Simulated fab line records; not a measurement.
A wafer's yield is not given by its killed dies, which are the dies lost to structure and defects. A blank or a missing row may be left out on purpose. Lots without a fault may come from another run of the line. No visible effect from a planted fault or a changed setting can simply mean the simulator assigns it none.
fab line records | flow n5Finfet | part 2 of 2: steps 4 to 6 of 6
record: lots: 23 wafers: 69 lastDay: 21
route steps=1938 shown BEOL_M0_SAQP@652 BEOL_M0@730
lots that met no fault: taken from a fault-free run of the same line
startH: hours from the record's opening day to when the first of the lot's shown wafers began | waitH: how many hours have passed since the lot's step before this one | " as in the row above | L1.1+2: one row covering several wafers at once | - either no value or no given start | * or withheld: withheld | < > ~ a bound
route shown NAME@n: NAME is a module with steps in the file, n the number in the route of the first one | usual: average and standard deviation across the fault-free wafers | same: alike in all rows | chamber/n: place in a boat | sites: readings site by site | _std_site: their standard deviation | _edge_site: mean of outer sites minus mean of inner sites | radiusMm: how far each site lies from the wafer's centre | mask NAME#n: copy n | behind: tool/chamber where the wafer was last shaped | hold: why the lot went on hold/how many hours it stayed there/how the hold came to an end | device: the transistor (n, p or np) that didn't switch | end of line: the same wafers' tests at the end of the route | a step given without rows: its recipe and nothing more | killed: count of dies lost to structure and defects at first sort (not the wafer's yield) | map: dies across one wafer; x = killed, . = not, _ = none there
set.NAME: setting as actually run; set.NAME@STEP: the setting as run at that earlier step | model.NAME: the simulator's own value behind a step, which no gauge read
the route's steps for a sample of lots (tables are steps, rows are wafers)
services: a tool's chamber out of use, with start hour (startH, from the record's first day; less than 0 if before it), hours out, and reason
== steps ==
step: N5_BEOL_M0_SAQP_RECESS_104
recipe: chemistry: HF/NH3 target: SiO2 targetDepthA: 180 afsCycles: 3 tempC: 30 sublimationTempC: 180 sublimationTimeS: 60
usual: drypumpMotorCurrentA: 5.6/0.67 forelinePTorr: 0.1279/0.00044
columns lot.wafer tool chamber startH waitH drypumpMotorCurrentA forelinePTorr
L074.1 vaporEtch-01 1 106.95 0.1 6.5 0.1286
L074.4 " 0 " " 4.9 0.1286
L074.6 " 0 " " 4.9 0.1275
L075.2 vaporEtch-02 0 112.39 0.1 6.0 0.1277
L075.3 " 1 " " 5.0 0.1275
L075.4 " 0 " " 6.0 0.1280
L077.2 vaporEtch-01 0 129.68 0.1 4.9 0.1281
L077.3 " 0 " " 4.9 0.1284
L077.5 " 1 " " 6.5 0.1278
L078.2 vaporEtch-01 0 130.24 0.2 4.9 0.1280
L078.4 " 0 " " 4.9 0.1271
L078.5 " 0 " " 4.9 0.1270
L080.2 vaporEtch-01 1 148.21 0.1 6.4 0.1288
L080.4 " 0 " " 4.9 0.1286
L080.5 " 0 " " 4.9 0.1273
L079.4 vaporEtch-01 1 153.54 0.1 6.4 0.1282
L079.5 " 0 " " 4.9 0.1277
L079.6 " 1 " " 6.5 0.1279
L082.3 vaporEtch-02 1 154.94 0.7 5.0 0.1275
L082.4 " 0 " " 6.0 0.1284
L082.6 " 1 " " 5.0 0.1283
L081.3 vaporEtch-01 0 156.25 0.2 4.9 0.1273
L081.5 " 1 " " 6.5 0.1277
L081.6 " 0 " " 4.9 0.1272
L083.2 vaporEtch-01 1 161.75 0.1 6.4 0.1276
L083.3 " 0 " " 4.9 0.1288
L083.6 " 0 " " 4.9 0.1278
L084.1 vaporEtch-02 1 170.66 0.1 5.0 0.1281
L084.4 " 1 " " 5.0 0.1282
L084.5 " 1 " " 5.0 0.1282
L085.2 vaporEtch-01 0 179.77 0.1 4.9 0.1288
L085.3 " 1 " " 6.5 0.1281
L085.4 " 0 " " 4.9 0.1280
L086.2 vaporEtch-01 0 183.85 0.1 4.9 0.1275
L086.3 " 0 " " 4.8 0.1279
L086.4 " 1 " " 6.5 0.1275
L087.1 vaporEtch-02 0 187.05 0.1 6.0 0.1287
L087.2 " 1 " " 5.0 0.1281
L087.6 " 0 " " 6.0 0.1278
L088.2 vaporEtch-02 0 190.09 0.1 6.0 0.1279
L088.5 " 1 " " 5.0 0.1276
L088.6 " 0 " " 6.0 0.1283
L089.1 vaporEtch-02 1 197.14 0.1 5.0 0.1281
L089.2 " 0 " " 6.0 0.1272
L089.4 " 0 " " 6.0 0.1278
L090.3 vaporEtch-02 0 207.97 0.2 6.0 0.1282
L090.4 " 1 " " 5.0 0.1282
L090.6 " 1 " " 5.0 0.1281
L091.3 vaporEtch-01 0 212.81 0.2 4.9 0.1281
L091.4 " 1 " " 6.5 0.1273
L091.5 " 1 " " 6.4 0.1283
L092.2 vaporEtch-01 0 216.84 0.1 4.9 0.1284
L092.3 " 0 " " 4.9 0.1279
L092.5 " 0 " " 4.8 0.1272
L093.2 vaporEtch-01 1 221.37 0.1 6.5 0.1282
L093.3 " 0 " " 4.9 0.1274
L093.6 " 0 " " 4.9 0.1277
L094.2 vaporEtch-02 0 233.76 0.1 6.0 0.1274
L094.3 " 1 " " 5.0 0.1282
L094.4 " 0 " " 6.0 0.1280
L095.1 vaporEtch-02 0 238.51 0.1 6.0 0.1283
L095.2 " 1 " " 5.0 0.1281
L095.6 " 0 " " 6.0 0.1284
L096.1 vaporEtch-02 1 239.16 0.1 5.0 0.1277
L096.2 " 0 " " 6.0 0.1281
L096.5 " 1 " " 5.0 0.1284
L097.4 vaporEtch-02 1 246.83 0.2 5.0 0.1273
L097.5 " 1 " " 5.0 0.1278
L097.6 " 0 " " 6.0 0.1274
step: N5_BEOL_M0_SAQP_ALD_48
recipe: material: SiO2 targetThkA: 200 tempC: 100 aldPrecursorFamily: BDEAS aldCoReactant: O2-plasma pulseTimeS: 1 coReactantPulseTimeS: 1 purgeTimeS: 2 coReactantPurgeTimeS: 2 aldCycles: 139 pressureTorr: 2
usual: chamberPressureTorr: 2.000/0.0046 heaterPowerW: 82/5.5 precursorPulseHeightRel: 1.001/0.021
columns lot.wafer tool chamber startH waitH chamberPressureTorr heaterPowerW precursorPulseHeightRel
L074.1 aldSin-04 3 109.34 0.1 2.006 75 1.017
L074.4 " 0 " " 2.003 80 0.967
L074.6 " 0 " " 1.999 83 1.037
L075.2 aldSin-01 1 114.99 0.0 2.004 85 0.996
L075.3 " 0 " " 2.001 70 1.016
L075.4 " 2 " " 1.996 82 0.972
L077.2 aldSin-03 0 133.18 0.0 2.003 88 1.027
L077.3 " 1 " " 2.001 81 0.982
L077.5 " 0 " " 1.999 89 1.012
L078.2 aldSin-04 1 133.23 0.0 2.000 88 0.987
L078.4 " 2 " " 1.997 85 1.026
L078.5 " 1 " " 2.000 90 0.990
L080.2 aldSin-01 2 150.55 0.0 2.010 81 0.994
L080.4 " 0 " " 2.002 69 1.007
L080.5 " 1 " " 2.002 83 1.000
L079.4 aldSin-04 1 156.53 0.1 1.997 92 1.012
L079.5 " 3 " " 1.999 77 0.993
L079.6 " 2 " " 2.006 84 1.003
L082.3 aldSin-04 1 157.12 0.1 2.000 88 0.976
L082.4 " 0 " " 2.003 80 1.000
L082.6 " 3 " " 1.996 76 1.002
L081.3 aldSin-01 0 159.33 0.0 2.003 69 1.084
L081.5 " 3 " " 1.993 83 1.012
L081.6 " 2 " " 2.006 81 0.992
L083.2 aldSin-03 3 165.95 1.3 1.998 88 0.978
L083.3 " 1 " " 1.998 82 0.974
L083.6 " 2 " " 2.002 76 0.986
L084.1 aldSin-03 1 174.78 0.0 1.993 86 0.959
L084.4 " 3 " " 1.995 88 1.032
L084.5 " 1 " " 1.998 84 1.000
L085.2 aldSin-04 2 183.55 0.3 2.009 82 1.001
L085.3 " 0 " " 1.998 83 1.002
L085.4 " 1 " " 1.999 90 0.996
L086.2 aldSin-04 0 186.92 0.1 1.994 81 0.977
L086.3 " 3 " " 2.001 75 1.016
L086.4 " 2 " " 2.001 81 0.976
L087.1 aldSin-04 3 190.52 0.3 2.000 76 1.003
L087.2 " 2 " " 2.002 85 0.991
L087.6 " 2 " " 1.997 79 1.001
L088.2 aldSin-03 2 192.75 0.0 2.001 76 1.035
L088.5 " 2 " " 1.999 76 0.983
L088.6 " 3 " " 2.005 85 0.987
L089.1 aldSin-04 3 199.71 0.2 1.994 77 1.007
L089.2 " 2 " " 1.998 80 0.997
L089.4 " 0 " " 2.004 83 1.002
L090.3 aldSin-04 0 210.61 0.3 2.002 81 1.012
L090.4 " 2 " " 1.995 83 1.031
L090.6 " 2 " " 2.003 83 0.963
L091.3 aldSin-03 1 215.44 0.0 2.005 82 1.026
L091.4 " 3 " " 2.005 86 0.998
L091.5 " 3 " " 2.000 84 1.002
L092.2 aldSin-01 3 219.41 0.0 2.004 85 1.006
L092.3 " 0 " " 1.991 70 0.988
L092.5 " 0 " " 2.002 71 0.977
L093.2 aldSin-01 3 223.59 0.0 1.996 83 0.992
L093.3 " 1 " " 2.002 84 0.982
L093.6 " 1 " " 2.004 83 0.961
L094.2 aldSin-03 1 235.97 0.0 2.003 82 0.997
L094.3 " 3 " " 2.008 83 0.990
L094.4 " 2 " " 2.000 74 0.982
L095.1 aldSin-01 1 240.88 0.0 2.000 85 1.035
L095.2 " 3 " " 1.999 83 1.036
L095.6 " 2 " " 2.001 82 1.013
L096.1 aldSin-03 0 241.37 0.0 2.009 87 0.976
L096.2 " 2 " " 2.005 78 1.007
L096.5 " 2 " " 2.009 75 0.997
L097.4 aldSin-04 0 249.10 0.0 2.000 81 1.044
L097.5 " 2 " " 2.007 85 1.042
L097.6 " 1 " " 1.996 90 0.987
step: N5_BEOL_M0_PRE_CLEAN_113
recipe: gas: H2/He timeS: 30 tempC: 250
usual: heaterPowerW: 316/30
columns lot.wafer tool chamber startH waitH heaterPowerW
L074.1 pvdSputter-01 - 127.47 0.0 364
L074.4 " - " " 318
L074.6 " - " " 293
L075.2 pvdSputter-02 - 127.50 0.0 302
L075.3 " - " " 284
L075.4 " - " " 285
L077.2 pvdSputter-01 - 137.69 0.0 293
L077.3 " - " " 338
L077.5 " - " " 285
L078.2 pvdSputter-02 - 142.47 0.0 306
L078.4 " - " " 291
L078.5 " - " " 349
L080.2 pvdSputter-02 - 155.81 0.0 310
L080.4 " - " " 310
L080.5 " - " " 341
L082.3 pvdSputter-02 - 160.81 0.0 275
L082.4 " - " " 313
L082.6 " - " " 338
L079.4 pvdSputter-02 - 161.45 0.0 342
L079.5 " - " " 314
L079.6 " - " " 283
L081.3 pvdSputter-02 - 164.63 0.0 354
L081.5 " - " " 303
L081.6 " - " " 290
L083.2 pvdSputter-01 - 168.71 0.0 333
L083.3 " - " " 291
L083.6 " - " " 365
L084.1 pvdSputter-02 - 180.06 0.0 279
L084.4 " - " " 277
L084.5 " - " " 282
L085.2 pvdSputter-03 - 187.56 0.0 326
L085.3 " - " " 311
L085.4 " - " " 267
L086.2 pvdSputter-01 - 191.63 0.0 294
L086.3 " - " " 307
L086.4 " - " " 338
L087.1 pvdSputter-01 - 193.99 0.0 338
L087.2 " - " " 291
L087.6 " - " " 337
L088.2 pvdSputter-03 - 198.78 0.0 337
L088.5 " - " " 296
L088.6 " - " " 327
L089.1 pvdSputter-02 - 204.42 0.0 280
L089.2 " - " " 307
L089.4 " - " " 348
L090.3 pvdSputter-01 - 215.07 0.0 319
L090.4 " - " " 370
L090.6 " - " " 325
L091.3 pvdSputter-03 - 218.55 0.0 331
L091.4 " - " " 322
L091.5 " - " " 301
L092.2 pvdSputter-01 - 225.85 0.0 361
L092.3 " - " " 292
L092.5 " - " " 291
L093.2 pvdSputter-02 - 229.42 0.0 276
L093.3 " - " " 310
L093.6 " - " " 274
L094.2 pvdSputter-02 - 240.75 0.0 339
L094.3 " - " " 284
L094.4 " - " " 273
L096.1 pvdSputter-01 - 245.57 0.0 315
L096.2 " - " " 292
L096.5 " - " " 337
L095.1 pvdSputter-01 - 250.95 0.0 288
L095.2 " - " " 333
L095.6 " - " " 371
L097.4 pvdSputter-01 - 255.67 0.0 322
L097.5 " - " " 352
L097.6 " - " " 323
== services ==
columns tool chamber startH hours kind
rieDiel-05 - 95.09 0.1 repair
aldSin-03 0 102.01 11.3 repair
pvdSputter-02 - 104.96 7.7 repair
pvdSputter-03 - 116.35 55.4 repair
aldSin-04 3 122.15 16.0 repair
rieDiel-06 3 141.41 1.3 repair
rieDiel-06 3 156.83 2.9 repair
aldSin-03 0 159.56 17.0 repair
rieDiel-06 3 159.87 - clean
rieDiel-06 3 159.87 - consumableReplace:focusRing
rieDiel-06 3 159.87 22.0 scheduledDown
rieDiel-06 3 159.87 22.0 ventCycle
rieDiel-02 - 169.40 14.6 pm
aldSin-04 0 172.52 3.1 repair
aldSin-03 - 178.22 14.0 pm
rieDiel-05 3 183.44 8.8 repair
rieDiel-02 - 192.18 1.3 repair
vaporEtch-02 0 208.68 1.2 repair
rieDiel-02 2 210.62 5.7 repair
rieDiel-06 0 211.17 17.1 repair
pvdSputter-03 - 216.35 1.0 repair
rieDiel-05 3 216.50 6.9 repair
aldSin-01 2 222.13 4.4 repair
rieDiel-06 - 246.41 0.3 repair
